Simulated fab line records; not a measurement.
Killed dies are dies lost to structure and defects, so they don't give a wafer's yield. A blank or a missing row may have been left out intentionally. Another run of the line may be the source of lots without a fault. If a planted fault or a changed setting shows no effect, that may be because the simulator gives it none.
Comparing a struck lot with a sound one / flow n5Finfet / 26 steps out of a route of 1938
Sound: these wafers, L804.2, L804.3, L804.5. Wafers L815.1, L815.3, L815.6 were the ones struck. The cause is named last.
At each step with rows: each side's tool, then ch and its chambers, then its first start. Under that, the readings that differ: sound wafers / struck wafers / difference of the means / sigmas: that difference in standard deviations of wafers without a fault.
alike: readings with means less than 2 such deviations apart, plus words and numbers identical on both sides. not compared: withheld readings, readings lacking a value on some wafer, bounds such as >300 that could conceal the same value, and numbers that have no deviation in the record and whose values overlap.
The two part at a step that has a row with sigmas, a row that says differs or no value, or rows on one side only. Numbers that have no deviation but don't overlap get no sigmas and don't part them. A reading missing from all wafers of one side parts the sides only when that side holds two or more wafers.

first, 8 steps without rows for these wafers: N5_BEOL_M6_DEVELOP_10 (develop time 30 s); N5_BEOL_M6_DESCUM_16 (chemistry O2, time 7.9 s); N5_BEOL_M6_ETCH_61 (etches SiARC in CF4, target depth 45.5 nm, time 75.8 s); N5_BEOL_M6_ETCH_62 (etches SOC in N2/H2, target depth 110 nm, overetch 22 nm, time 165 s); N5_BEOL_M6_STRIP_68 (strips in N2/H2); N5_BEOL_M6_STRIP_67 (strips in CF4); N5_BEOL_M6_HM_OPEN_17 (chemistry Cl2/BCl3, target TiN, target depth 20 nm, overetch 6 nm); N5_BEOL_M6_STRIP_19 (strips in O2).
N5_BEOL_M6_COAT_63: time 60 s, resist thk 60 nm.
  sound on lithoTrack-01 ch 0, day 8 16:49; struck on lithoTrack-01 ch 0, day 12 08:59
reading=spinSpeedRpm (rpm); sound=1499.8 1500.7 1500.2; struck=1413.4 1411.3 1412.9; difference=-87.7; sigmas=-99 or more
reading=model.SOC_of_BEOL_M6_COAT_63.thkNm (nm); sound=59.8 60 59.8; struck=61.8 61.8 61.8; difference=+1.9; sigmas=
  alike: dispensePressureKPa
then, 11 steps without rows for these wafers: N5_BEOL_M6_COAT_64 (time 60 s, resist thk 12 nm); N5_BEOL_M6_COAT_71 (time 60 s, resist thk 5 nm); N5_BEOL_M6_COAT_22 (resist thk 30 nm); N5_BEOL_M6_EBR_24; N5_BEOL_M6_SOFTBAKE_23 (time 60 s); N5_BEOL_M6_EXPOSE_25 (exposes mask V5, target cd 40 nm); N5_BEOL_M6_PEB_26 (peb time 60 s); N5_BEOL_M6_DEVELOP_27 (develop time 30 s); N5_BEOL_M6_DESCUM_33 (chemistry O2, time 7 s); N5_BEOL_M6_ETCH_72 (etches underlayer in N2/H2, target depth 6.5 nm, time 5.2 s); N5_BEOL_M6_ETCH_65 (etches SiARC in CF4, target depth 15.6 nm, time 26 s).
N5_BEOL_M6_ETCH_66: etches SOC in N2/H2, target depth 80 nm, overetch 16 nm, time 120 s.
  sound on rieDiel-02 ch 0,3, day 8 17:47; struck on rieDiel-06 ch 2,3, day 12 09:28
reading=model.etch.depthNm (nm); sound=59.75 60 59.86; struck=61.76 61.71 61.83; difference=+1.90; sigmas=
  alike: biasW, chamberPressureMTorr, drypumpMotorCurrentA, n2FlowSccm, oesProductAu, rfVppV, showerheadPlenumPTorr, throttleValvePct
  not compared: rfHoursCounterH
then, 2 steps without rows for these wafers: N5_BEOL_M6_STRIP_69 (strips in N2/H2); N5_BEOL_M6_STRIP_73 (strips in N2/H2).
N5_BEOL_M6_VIA_ETCH_34: etches SiCOH lowk in C4F6/O2, target depth 126.3 nm, time 50.9 s.
  sound on rieDiel-02 ch 0,3, day 8 17:53; struck on rieDiel-06 ch 2,3, day 12 09:34
reading=model.SOC_of_BEOL_M6_COAT_63.thkNm (nm); sound=53.6 54 53.8; struck=55.8 56 55.8; difference=+2.1; sigmas=
  alike: biasW, chamberPressureMTorr, drypumpMotorCurrentA, mfcArSccm, oes_ar_750_au, oes_o_777_au, oesProductAu, rfVppV, showerheadPlenumPTorr, throttleValvePct
  not compared: rfHoursCounterH
then, 1 step without rows for these wafers: N5_BEOL_M6_STRIP_76 (strips in C4F6/O2).
-- here the record skips 4 days between the struck wafers' starts before and after, leaving off in module BEOL_M6 and picking up in module PASSIVATION (first step shown: number 1936 of the route) --
N5_PASSIVATION_PROBE_49:
  sound on prober-01 at day 12 10:31; struck on prober-02 at day 15 23:08
  alike: defectLimitedYield, killed_at_M0_to_M3, killed_at_M4_up, killedAtContacts, killedAtFrontEnd, killedAtOther, killedDies, killedOpen, killedShort, sort_bin_5_function, sort_bin_6_memory, sortNPass, sortYieldPct

== WHERE THEY PART ==
At N5_BEOL_M6_COAT_63 and nowhere else, as far as this record goes. Later steps at which nothing parts them and some readings are alike: N5_BEOL_M6_ETCH_66, N5_BEOL_M6_VIA_ETCH_34, N5_PASSIVATION_PROBE_49.

WHY: the cause the simulator had injected
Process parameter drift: lithoTrack-01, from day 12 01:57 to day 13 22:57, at N5_BEOL_M6_COAT_63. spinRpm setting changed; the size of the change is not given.
